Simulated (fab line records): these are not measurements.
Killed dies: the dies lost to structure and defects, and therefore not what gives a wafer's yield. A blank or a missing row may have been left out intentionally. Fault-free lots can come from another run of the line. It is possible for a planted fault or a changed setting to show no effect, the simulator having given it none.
Which of the tools did it? || flow n5_finfet || 30 wafers from 10 lots sampled at 5 of the route's 1938 steps

== WHAT THE GAUGES READ, wafer by wafer ==
N5_SD_EPI_P_CD_MEAS_09: the cd target is 240 nm. Usual: 240.3 nm for cd_nm, sd 0.8.
{"lot": "L870", "measured": "day 3 11:05", "on": "cd_sem-02", "cd_nm (nm)": "240.7 241.6 241.2", "flag": ""}
{"lot": "L871", "measured": "day 3 17:47", "on": "cd_sem-01", "cd_nm (nm)": "240.7 241.3 241.3", "flag": ""}
{"lot": "L872", "measured": "day 4 00:29", "on": "cd_sem-02", "cd_nm (nm)": "239.1 239.1 238.4", "flag": ""}
{"lot": "L873", "measured": "day 4 09:06", "on": "cd_sem-02", "cd_nm (nm)": "240.2 240.3 240.2", "flag": ""}
{"lot": "L882", "measured": "day 6 19:07", "on": "cd_sem-03", "cd_nm (nm)": "239.4 240.6 239.0", "flag": ""}
{"lot": "L885", "measured": "day 7 13:43", "on": "cd_sem-03", "cd_nm (nm)": "241.5 240.7 240.6", "flag": ""}
{"lot": "L886", "measured": "day 7 16:44", "on": "cd_sem-01", "cd_nm (nm)": "240.9 241.5 239.2", "flag": ""}
{"lot": "L887", "measured": "day 7 18:13", "on": "cd_sem-03", "cd_nm (nm)": "240.1 241.1 239.3", "flag": ""}
{"lot": "L888", "measured": "day 8 02:23", "on": "cd_sem-01", "cd_nm (nm)": "241.2 239.6 239.8", "flag": ""}
{"lot": "L892", "measured": "day 9 06:43", "on": "cd_sem-02", "cd_nm (nm)": "239.8 240.6 240.9", "flag": ""}

N5_SD_EPI_P_INSPECT_26: inspects for defects (darkfield). Usual: 178 for raw_defect_count, sd 37.
{"lot": "L870", "measured": "day 3 14:53", "on": "defect_inspect-01", "raw_defect_count": "192 121 190", "flag": ""}
{"lot": "L871", "measured": "day 3 21:36", "on": "defect_inspect-02", "raw_defect_count": "149 185 146", "flag": ""}
{"lot": "L872", "measured": "day 4 04:19", "on": "defect_inspect-01", "raw_defect_count": "226 206 192", "flag": ""}
{"lot": "L873", "measured": "day 4 12:54", "on": "defect_inspect-02", "raw_defect_count": "199 153 201", "flag": ""}
{"lot": "L882", "measured": "day 7 00:24", "on": "defect_inspect-02", "raw_defect_count": "138 146 150", "flag": ""}
{"lot": "L885", "measured": "day 7 17:55", "on": "defect_inspect-01", "raw_defect_count": "215 143 144", "flag": ""}
{"lot": "L886", "measured": "day 7 20:33", "on": "defect_inspect-01", "raw_defect_count": "138 201 163", "flag": ""}
{"lot": "L887", "measured": "day 7 23:05", "on": "defect_inspect-01", "raw_defect_count": "118 192 146", "flag": ""}
{"lot": "L888", "measured": "day 8 07:02", "on": "defect_inspect-01", "raw_defect_count": "204 171 222", "flag": ""}
{"lot": "L892", "measured": "day 9 10:32", "on": "defect_inspect-01", "raw_defect_count": "169 193 213", "flag": ""}

N5_BEOL_M4_RC_MEAS_101. Usual: DIBL_N 36.5 mV/V, standard deviation 1.4; DIBL_P 36.6 mV/V, standard deviation 1.9; IOFF_N 0.167 nA/um, standard deviation 0.029; IOFF_P 0.21 nA/um, standard deviation 0.033; ION_N 674 uA/um, standard deviation 12; ION_P 460 uA/um, standard deviation 8.9; SS_N 71.6 mV/dec, standard deviation 0.57; SS_P 73.4 mV/dec, standard deviation 0.61; VT_N 249 mV, standard deviation 3.3; VT_P -250 mV, standard deviation 3.3.
{"lot": "L870", "measured": "day 7 20:03", "on": "prober-01", "DIBL_N (mV/V)": "34.9 34.5 37.4", "DIBL_P (mV/V)": "35.9 35.7 37.8", "IOFF_N (nA/um)": "0.152 0.133 0.186", "IOFF_P (nA/um)": "0.17 0.18 0.20", "ION_N (uA/um)": "682 660 670", "ION_P (uA/um)": "454 449 453", "SS_N (mV/dec)": "71.5 71.4 72.5", "SS_P (mV/dec)": "73.3 73.7 73.2", "VT_N (mV)": "250 251 244", "VT_P (mV)": "-254 -253 -253", "flag": ""}
{"lot": "L871", "measured": "day 8 10:22", "on": "prober-02", "DIBL_N (mV/V)": "36.0 34.5 38.5", "DIBL_P (mV/V)": "36.0 33.9 39.2", "IOFF_N (nA/um)": "0.160 0.134 0.214", "IOFF_P (nA/um)": "0.20 0.18 0.26", "ION_N (uA/um)": "664 657 674", "ION_P (uA/um)": "454 450 459", "SS_N (mV/dec)": "71.5 71.3 72.6", "SS_P (mV/dec)": "73.9 73.7 74.7", "VT_N (mV)": "250 252 244", "VT_P (mV)": "-252 -256 -247", "flag": ""}
{"lot": "L872", "measured": "day 8 13:14", "on": "prober-02", "DIBL_N (mV/V)": "36.0 34.5 36.4", "DIBL_P (mV/V)": "37.2 34.3 36.9", "IOFF_N (nA/um)": "0.162 0.130 0.145", "IOFF_P (nA/um)": "0.23 0.19 0.22", "ION_N (uA/um)": "693 667 659", "ION_P (uA/um)": "478 460 457", "SS_N (mV/dec)": "71.3 71.4 72.1", "SS_P (mV/dec)": "72.9 72.8 73.6", "VT_N (mV)": "252 253 252", "VT_P (mV)": "-252 -250 -250", "flag": ""}
{"lot": "L873", "measured": "day 9 03:16", "on": "prober-02", "DIBL_N (mV/V)": "36.6 35.1 37.3", "DIBL_P (mV/V)": "35.3 33.9 36.3", "IOFF_N (nA/um)": "0.158 0.135 0.173", "IOFF_P (nA/um)": "0.23 0.21 0.25", "ION_N (uA/um)": "678 662 677", "ION_P (uA/um)": "467 462 470", "SS_N (mV/dec)": "71.5 70.4 71.1", "SS_P (mV/dec)": "73.4 73.0 73.6", "VT_N (mV)": "250 252 250", "VT_P (mV)": "-248 -248 -244", "flag": ""}
{"lot": "L882", "measured": "day 11 21:37", "on": "prober-02", "DIBL_N (mV/V)": "36.3 36.7 35.4", "DIBL_P (mV/V)": "- - -", "IOFF_N (nA/um)": "0.172 0.179 0.136", "IOFF_P (nA/um)": "- - -", "ION_N (uA/um)": "667 674 656", "ION_P (uA/um)": "- - -", "SS_N (mV/dec)": "71.7 71.3 71.5", "SS_P (mV/dec)": "- - -", "VT_N (mV)": "248 249 255", "VT_P (mV)": "- - -", "flag": "OFF"}
{"lot": "L885", "measured": "day 12 04:33", "on": "prober-01", "DIBL_N (mV/V)": "36.4 40.3 36.8", "DIBL_P (mV/V)": "- - -", "IOFF_N (nA/um)": "0.127 0.217 0.137", "IOFF_P (nA/um)": "- - -", "ION_N (uA/um)": "656 674 656", "ION_P (uA/um)": "- - -", "SS_N (mV/dec)": "71.0 72.3 71.5", "SS_P (mV/dec)": "- - -", "VT_N (mV)": "255 245 252", "VT_P (mV)": "- - -", "flag": "OFF"}
{"lot": "L886", "measured": "day 12 05:22", "on": "prober-02", "DIBL_N (mV/V)": "35.6 36.2 37.4", "DIBL_P (mV/V)": "35.7 36.2 37.4", "IOFF_N (nA/um)": "0.135 0.152 0.164", "IOFF_P (nA/um)": "0.16 0.17 0.20", "ION_N (uA/um)": "662 664 674", "ION_P (uA/um)": "445 446 454", "SS_N (mV/dec)": "71.4 70.7 72.3", "SS_P (mV/dec)": "72.4 73.0 72.9", "VT_N (mV)": "255 249 251", "VT_P (mV)": "-255 -255 -255", "flag": ""}
{"lot": "L887", "measured": "day 13 01:41", "on": "prober-01", "DIBL_N (mV/V)": "37.9 39.4 38.6", "DIBL_P (mV/V)": "38.4 41.1 38.5", "IOFF_N (nA/um)": "0.174 0.228 0.181", "IOFF_P (nA/um)": "0.24 0.29 0.23", "ION_N (uA/um)": "668 703 658", "ION_P (uA/um)": "462 481 452", "SS_N (mV/dec)": "72.1 71.8 71.8", "SS_P (mV/dec)": "73.4 74.9 73.6", "VT_N (mV)": "248 245 250", "VT_P (mV)": "-251 -247 -251", "flag": ""}
{"lot": "L888", "measured": "day 12 22:46", "on": "prober-02", "DIBL_N (mV/V)": "35.4 36.2 35.8", "DIBL_P (mV/V)": "35.2 34.6 35.9", "IOFF_N (nA/um)": "0.142 0.146 0.151", "IOFF_P (nA/um)": "0.17 0.16 0.18", "ION_N (uA/um)": "675 669 684", "ION_P (uA/um)": "463 446 466", "SS_N (mV/dec)": "71.0 71.2 71.3", "SS_P (mV/dec)": "72.1 73.0 73.0", "VT_N (mV)": "249 252 252", "VT_P (mV)": "-251 -256 -254", "flag": ""}
{"lot": "L892", "measured": "day 13 20:43", "on": "prober-01", "DIBL_N (mV/V)": "35.2 35.4 36.6", "DIBL_P (mV/V)": "34.8 35.0 36.5", "IOFF_N (nA/um)": "0.133 0.141 0.165", "IOFF_P (nA/um)": "0.19 0.20 0.21", "ION_N (uA/um)": "649 670 663", "ION_P (uA/um)": "452 462 447", "SS_N (mV/dec)": "72.1 71.4 72.4", "SS_P (mV/dec)": "72.1 72.8 71.9", "VT_N (mV)": "252 250 249", "VT_P (mV)": "-252 -251 -251", "flag": ""}

== EACH LOT AND THE TOOL THAT RAN IT (in order: tool; ch and the chambers of the sampled wafers; start) ==
{"lot": "L870", "N5_SD_EPI_P_ETCH_36": "rie_diel-04 ch 1,2,3, day 3 11:12", "N5_SD_EPI_P_VAPOR_ETCH_44": "epi_rpcvd-04 ch 0, day 3 12:23"}
{"lot": "L871", "N5_SD_EPI_P_ETCH_36": "rie_diel-04 ch 0,1, day 3 17:54", "N5_SD_EPI_P_VAPOR_ETCH_44": "epi_rpcvd-04 ch 0, day 3 19:02"}
{"lot": "L872", "N5_SD_EPI_P_ETCH_36": "rie_diel-01 ch 0,1,3, day 4 00:37", "N5_SD_EPI_P_VAPOR_ETCH_44": "epi_rpcvd-04 ch 0, day 4 01:45"}
{"lot": "L873", "N5_SD_EPI_P_ETCH_36": "rie_diel-01 ch 0,2,3, day 4 09:13", "N5_SD_EPI_P_VAPOR_ETCH_44": "epi_rpcvd-01 ch 0, day 4 10:22"}
{"lot": "L882", "N5_SD_EPI_P_ETCH_36": "rie_diel-03 ch 1,2,3, day 6 19:15", "N5_SD_EPI_P_VAPOR_ETCH_44": "epi_rpcvd-04 ch 0, day 6 20:26"}
{"lot": "L885", "N5_SD_EPI_P_ETCH_36": "rie_diel-04 ch 1,2, day 7 13:51", "N5_SD_EPI_P_VAPOR_ETCH_44": "epi_rpcvd-04 ch 0, day 7 15:01"}
{"lot": "L886", "N5_SD_EPI_P_ETCH_36": "rie_diel-01 ch 0,1, day 7 16:52", "N5_SD_EPI_P_VAPOR_ETCH_44": "epi_rpcvd-03 ch 0, day 7 18:02"}
{"lot": "L887", "N5_SD_EPI_P_ETCH_36": "rie_diel-01 ch 1,2, day 7 18:34", "N5_SD_EPI_P_VAPOR_ETCH_44": "epi_rpcvd-01 ch 0, day 7 19:53"}
{"lot": "L888", "N5_SD_EPI_P_ETCH_36": "rie_diel-03 ch 1,2,3, day 8 02:31", "N5_SD_EPI_P_VAPOR_ETCH_44": "epi_rpcvd-04 ch 0, day 8 03:42"}
{"lot": "L892", "N5_SD_EPI_P_ETCH_36": "rie_diel-01 ch 1,2, day 9 06:50", "N5_SD_EPI_P_VAPOR_ETCH_44": "epi_rpcvd-03 ch 0, day 9 08:01"}
- N5_SD_EPI_P_ETCH_36: etches SiARC in CF4, target depth 45.5 nm, time 75.8 s.
- N5_SD_EPI_P_VAPOR_ETCH_44: etches SiGe30 in NF3/Ar, time 3.3 s.

== AS READ BY THE TOOLS THEMSELVES (means over the sampled wafers that have a number; for cases with no such wafer, the mark the record gives instead) ==
N5_SD_EPI_P_ETCH_36. Usual: drypump_motor_current_A 5.5 A, standard deviation 0.4; etch_rf_on_time_s 75.7 s, standard deviation 1.2; oes_product_au 0.67 a.u., standard deviation 0.07; rf_vpp_V 183.8 V, standard deviation 1; showerhead_plenum_p_Torr 2.12 Torr, standard deviation 0.073; throttle_valve_pct 15.47 %, standard deviation 0.22.
{"lot": "L870", "tool": "rie_diel-04", "drypump_motor_current_A (A)": 5.7, "etch_rf_on_time_s (s)": 74.2, "oes_product_au (a.u.)": 0.71, "rf_vpp_V (V)": 183.1, "showerhead_plenum_p_Torr (Torr)": 2.07, "throttle_valve_pct (%)": 15.28, "flag": ""}
{"lot": "L871", "tool": "rie_diel-04", "drypump_motor_current_A (A)": 5.7, "etch_rf_on_time_s (s)": 75.9, "oes_product_au (a.u.)": 0.65, "rf_vpp_V (V)": 183.0, "showerhead_plenum_p_Torr (Torr)": 2.02, "throttle_valve_pct (%)": 15.49, "flag": ""}
{"lot": "L872", "tool": "rie_diel-01", "drypump_motor_current_A (A)": 5.4, "etch_rf_on_time_s (s)": 75.2, "oes_product_au (a.u.)": 0.69, "rf_vpp_V (V)": 184.6, "showerhead_plenum_p_Torr (Torr)": 2.16, "throttle_valve_pct (%)": 15.47, "flag": ""}
{"lot": "L873", "tool": "rie_diel-01", "drypump_motor_current_A (A)": 5.3, "etch_rf_on_time_s (s)": 76.2, "oes_product_au (a.u.)": 0.66, "rf_vpp_V (V)": 184.3, "showerhead_plenum_p_Torr (Torr)": 2.15, "throttle_valve_pct (%)": 15.54, "flag": ""}
{"lot": "L882", "tool": "rie_diel-03", "drypump_motor_current_A (A)": 5.7, "etch_rf_on_time_s (s)": 75.2, "oes_product_au (a.u.)": 0.59, "rf_vpp_V (V)": 183.5, "showerhead_plenum_p_Torr (Torr)": 2.17, "throttle_valve_pct (%)": 15.84, "flag": ""}
{"lot": "L885", "tool": "rie_diel-04", "drypump_motor_current_A (A)": 5.9, "etch_rf_on_time_s (s)": 76.3, "oes_product_au (a.u.)": 0.68, "rf_vpp_V (V)": 183.5, "showerhead_plenum_p_Torr (Torr)": 2.05, "throttle_valve_pct (%)": 15.28, "flag": ""}
{"lot": "L886", "tool": "rie_diel-01", "drypump_motor_current_A (A)": 5.2, "etch_rf_on_time_s (s)": 77.7, "oes_product_au (a.u.)": 0.80, "rf_vpp_V (V)": 183.2, "showerhead_plenum_p_Torr (Torr)": 2.10, "throttle_valve_pct (%)": 15.21, "flag": ""}
{"lot": "L887", "tool": "rie_diel-01", "drypump_motor_current_A (A)": 5.6, "etch_rf_on_time_s (s)": 75.5, "oes_product_au (a.u.)": 0.71, "rf_vpp_V (V)": 182.3, "showerhead_plenum_p_Torr (Torr)": 2.08, "throttle_valve_pct (%)": 15.40, "flag": ""}
{"lot": "L888", "tool": "rie_diel-03", "drypump_motor_current_A (A)": 5.7, "etch_rf_on_time_s (s)": 75.7, "oes_product_au (a.u.)": 0.67, "rf_vpp_V (V)": 184.7, "showerhead_plenum_p_Torr (Torr)": 2.17, "throttle_valve_pct (%)": 15.69, "flag": ""}
{"lot": "L892", "tool": "rie_diel-01", "drypump_motor_current_A (A)": 5.6, "etch_rf_on_time_s (s)": 74.9, "oes_product_au (a.u.)": 0.70, "rf_vpp_V (V)": 183.8, "showerhead_plenum_p_Torr (Torr)": 2.08, "throttle_valve_pct (%)": 15.42, "flag": ""}

== THE ANSWER, worked out from the rows above alone ==
Rule: take the mean of a lot's wafers that have a number; if it is more than 3 standard deviations from the usual mean, the lot is off. A lot without any number at a reading at which 4 lots or more have one is off too. Where the step has rows for the other lots, those lots are counted as sound. First the gauges in route order, then the tools' own readings, where a lot's mean is used as printed above. The first step at which some lot is off is used, and at that step the reading that is off furthest; a lot without a number counts as furthest.
Off: L882, L885, at N5_BEOL_M4_RC_MEAS_101 (DIBL_P). Without a number there: L882, L885.
If a tool, at a process step before that reading, ran all the lots that are off and no sound lot after the first of them, it fits. The gauges at N5_BEOL_M4_RC_MEAS_101 are tried like those tools. Of those tried, none fits.

== WHAT WAS PUT IN BY THE SIMULATOR ==
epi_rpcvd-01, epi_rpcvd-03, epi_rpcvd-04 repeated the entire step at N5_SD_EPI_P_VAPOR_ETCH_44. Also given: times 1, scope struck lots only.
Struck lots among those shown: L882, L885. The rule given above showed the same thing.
